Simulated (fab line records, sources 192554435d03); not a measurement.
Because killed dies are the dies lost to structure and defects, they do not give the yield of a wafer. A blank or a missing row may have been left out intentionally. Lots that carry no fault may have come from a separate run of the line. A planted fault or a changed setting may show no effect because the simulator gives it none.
Chamber matching || flow n5-finfet || uv-cure-01 running N5_BEOL_M8_CURE_75: 3 sister chambers
The step cures SiCOH lowk, time 120 s. 3 wafers are shown with their chamber, then 10 later ones without.

EACH WAFER AND ITS CHAMBER
{"wafer": "L074.6", "chamber": 2, "wafer_temp_C_max": 371.6}
{"wafer": "L084.6", "chamber": 0, "wafer_temp_C_max": 372.0}
{"wafer": "L088.3", "chamber": 1, "wafer_temp_C_max": 372.1}

WAFERS WITH NO CHAMBER GIVEN
{"wafer": "L088.4", "wafer_temp_C_max": 372.6}
{"wafer": "L091.3", "wafer_temp_C_max": 371.6}
{"wafer": "L091.5", "wafer_temp_C_max": 371.6}
{"wafer": "L091.6", "wafer_temp_C_max": 371.7}
{"wafer": "L092.1", "wafer_temp_C_max": 372.2}
{"wafer": "L092.2", "wafer_temp_C_max": 372.0}
{"wafer": "L092.3", "wafer_temp_C_max": 372.5}
{"wafer": "L096.1", "wafer_temp_C_max": 372.4}
{"wafer": "L096.4", "wafer_temp_C_max": 373.3}
{"wafer": "L096.5", "wafer_temp_C_max": 372.4}

EACH ONE'S CHAMBER
{"wafer": "L088.4", "from the rows above": "can't be placed: 1 or 0 or 2", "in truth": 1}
{"wafer": "L091.3", "from the rows above": "can't be placed: 2 or 0 or 1", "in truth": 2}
{"wafer": "L091.5", "from the rows above": "can't be placed: 2 or 0 or 1", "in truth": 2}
{"wafer": "L091.6", "from the rows above": "can't be placed: 2 or 0 or 1", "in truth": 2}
{"wafer": "L092.1", "from the rows above": "can't be placed: 1 or 0 or 2", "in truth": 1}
{"wafer": "L092.2", "from the rows above": "can't be placed: 0 or 1 or 2", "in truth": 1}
{"wafer": "L092.3", "from the rows above": "can't be placed: 1 or 0 or 2", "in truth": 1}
{"wafer": "L096.1", "from the rows above": "can't be placed: 1 or 0 or 2", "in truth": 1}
{"wafer": "L096.4", "from the rows above": "can't be placed: 1 or 0 or 2", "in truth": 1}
{"wafer": "L096.5", "from the rows above": "can't be placed: 1 or 0 or 2", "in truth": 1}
Correctly placed: 0 of 10. Unplaceable from these rows: 10, with the true chamber sitting among the candidates in 10. Wrongly placed: 0.
How it was worked out, from the rows above alone: a wafer's distance from a chamber is the root of the sum, over the readings, of the square of ((its reading less the chamber's mean) divided by the reading's scatter). If the next closest chamber is less than 2 further off than the closest, the wafer can't be placed; otherwise it belongs to the closest. For every chamber, the mean is computed from those of its wafers that are shown. The scatter: with one shown wafer a chamber, the root of the mean of the squares of how far each hidden wafer lies from its nearest shown one.
